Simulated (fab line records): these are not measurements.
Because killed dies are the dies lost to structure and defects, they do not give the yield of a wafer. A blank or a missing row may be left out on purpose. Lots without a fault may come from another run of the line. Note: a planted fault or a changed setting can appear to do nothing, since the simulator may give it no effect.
Matching of chambers	flow n5Finfet	N5_BEOL_M10_STRIP_67 on rieDiel-04: 4 sister chambers
The step strips in CF4. 22 wafers are shown with their chamber, then 11 later ones without.

== WAFERS WITH THEIR CHAMBER ==
wafer	chamber	drypumpMotorCurrentA (A)	showerheadPlenumPTorr (Torr)	throttleValvePct (%)
L076.1	2	5.8	1.88	13.78
L076.2	1	5.4	1.85	13.30
L076.3	0	5.3	1.82	13.39
L076.4	0	5.3	1.82	13.39
L076.5	2	5.8	1.88	13.77
L076.6	1	5.4	1.85	13.32
L081.2	2	5.8	1.88	13.77
L081.3	1	5.4	1.85	13.30
L081.5	0	5.3	1.82	13.40
L082.1	3	5.3	1.78	13.47
L082.2	0	5.3	1.82	13.41
L082.3	2	5.8	1.88	13.80
L082.4	1	5.4	1.85	13.33
L082.5	1	5.4	1.85	13.33
L082.6	2	5.8	1.88	13.79
L084.2	3	5.4	1.78	13.47
L084.4	2	5.8	1.88	13.81
L084.6	0	5.3	1.82	13.43
L090.1	2	5.8	1.87	13.85
L090.3	1	5.4	1.84	13.39
L090.5	3	5.3	1.77	13.52
L092.1	1	5.4	1.84	13.40

SIGNATURES, as means of the wafers listed above
reading	chamber 0	chamber 1	chamber 2	chamber 3	scatter within a chamber
drypumpMotorCurrentA	5.300	5.400	5.800	5.333	0.0192
showerheadPlenumPTorr	1.8200	1.8471	1.8786	1.7767	0.00405
throttleValvePct	13.4040	13.3386	13.7957	13.4867	0.0311
Rule: a wafer's distance from a chamber is the root of the sum, over the readings, of the square of ((its reading less the chamber's mean) divided by the reading's scatter). If the next closest chamber is less than 2 further off than the closest, the wafer can't be placed; otherwise it belongs to the closest. The scatter is the square root of a quotient: the sum, over the shown wafers, of each reading's squared deviation from its chamber's mean, divided by wafers minus chambers.

== WAFERS WITHOUT THEIR CHAMBER ==
wafer	drypumpMotorCurrentA (A)	showerheadPlenumPTorr (Torr)	throttleValvePct (%)
L092.3	5.3	1.77	13.54
L092.4	5.3	1.81	13.47
L094.2	5.3	1.81	13.48
L094.3	5.3	1.77	13.55
L094.5	5.3	1.81	13.48
L096.1	5.4	1.83	13.42
L096.2	5.3	1.81	13.48
L096.3	5.3	1.77	13.55
L096.4	5.8	1.87	13.88
L096.5	5.4	1.83	13.43
L096.6	5.8	1.87	13.89

== THE CHAMBER EACH PASSED THROUGH ==
wafer	from the rows above	in truth
L092.3	3	3
L092.4	0	0
L094.2	0	0
L094.3	3	3
L094.5	0	0
L096.1	can't be placed: 1 or 0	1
L096.2	0	0
L096.3	3	3
L096.4	2	2
L096.5	can't be placed: 1 or 0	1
L096.6	2	2
Correct placement for 9 of the 11. These rows do not allow placing 2 (true chamber among the candidates in 2). Wrongly placed: 0.
